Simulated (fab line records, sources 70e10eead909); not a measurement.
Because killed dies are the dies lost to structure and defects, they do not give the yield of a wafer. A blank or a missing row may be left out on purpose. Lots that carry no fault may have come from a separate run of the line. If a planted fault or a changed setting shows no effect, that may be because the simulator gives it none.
A lot that was struck, set against a sound lot + flow nand-harc + 14 steps out of a route of 1302
Sound: wafers L304.2, L304.4, L304.6. The struck wafers were L310.1, L310.3, L310.4. At the end, the cause is stated.
For every step that has rows: the tool of each side, followed by ch and its chambers, followed by its first start. Under that, the readings that differ: sound wafers + struck wafers + difference of the means + sigmas: that difference in standard deviations of wafers without a fault.
alike: same words and numbers on both sides, and readings whose means sit less than 2 such deviations apart. not compared: any withheld reading, any reading some wafer has no value for, any bound like >300 that may hide the same value, and any number with overlapping values for which the record gives no deviation.
Wherever a step has rows on one side only, a row that says differs or no value, or a row with sigmas, the two part there. Non-overlapping numbers with no deviation appear without sigmas and do not part them. Lack of a reading on every wafer of one side parts them only where that side has two or more wafers.

first, 3 steps without rows for these wafers: NHARC_A_STAIRCASE_STRIP_317 (strips in SPM, time 900 s); NHARC_A_STAIRCASE_PRECLEAN_318 (cleans in SC1); NHARC_A_STAIRCASE_SRD_329.
NHARC_A_STAIRCASE_ALD_415: deposits SiO2, target thk 30 nm, pulse time 6 s, ald cycles 300.
  sound on ald-hk-03 ch 0,2, day 19 18:05; struck on ald-hk-04 ch 0,2,3, day 21 06:41
  alike: heater-power-w, precursor-pulse-height-rel
NHARC_A_STAIRCASE_ETCHBACK_416: etches the open film in C4F8/O2/Ar, target depth 36 nm, time 7.2 s.
  sound: rie-diel-04 ch 0,1,2; struck: rie-diel-04 ch 0,1,2
  alike: oes-product-au, rf-vpp-V
  not compared: rf-hours-counter-h
NHARC_A_STAIRCASE_STRIP_476: strips in O2, time 20 s.
  sound on rie-diel-04 ch 0,1,2, day 19 20:01; struck on rie-diel-04 ch 0,2,3, day 21 08:42
  alike: drypump-motor-current-A, mfc-ar-sccm, oes-product-au, rf-vpp-V, showerhead-plenum-p-Torr, throttle-valve-pct
  not compared: rf-hours-counter-h
then, 4 steps without rows for these wafers: NHARC_A_STAIRCASE_DEP_417 (deposits Si3N4, target thk 60 nm); NHARC_A_STAIRCASE_WET_418 (chemistry H3PO4, target depth 20 nm); NHARC_A_STAIRCASE_PRECLEAN_419 (cleans in SC1); NHARC_A_STAIRCASE_SRD_421.
NHARC_A_STAIRCASE_ALD_420: deposits SiO2, target thk 20 nm, pulse time 6 s, ald cycles 200.
  sound on ald-hk-01 ch 0,2,3, day 19 21:58; struck on ald-hk-04 ch 0,1,3, day 21 11:31
  alike: heater-power-w, precursor-pulse-height-rel
NHARC_A_STAIRCASE_CVD_552: deposits SiNx, target thk 40 nm.
  sound on lpcvd-01 ch 0, day 20 02:29; struck on lpcvd-02 ch 1, day 21 22:53
  alike: spike-tc-centre-C
NHARC_A_STAIRCASE_DEP_151: deposits SiO2, target thk 7200 nm.
  sound on pecvd-03 ch 1,2, day 20 06:07; struck on pecvd-03 ch 1,2, day 22 03:03
  alike: heater-power-w
-- break in the record here, with 7 days between the starts of the struck wafers on either side (left off in module A_STAIRCASE, picked up again in module END, where the first step shown is number 1302 on the route) --
NHARC_END_SORT_01:
  the record has rows for the struck wafers here (prober-02 ch 0, day 28 19:55) and none for the sound ones

## WHERE THEY PART
Within this record, at NHARC_END_SORT_01 only.

WHY: whatever the simulator had introduced
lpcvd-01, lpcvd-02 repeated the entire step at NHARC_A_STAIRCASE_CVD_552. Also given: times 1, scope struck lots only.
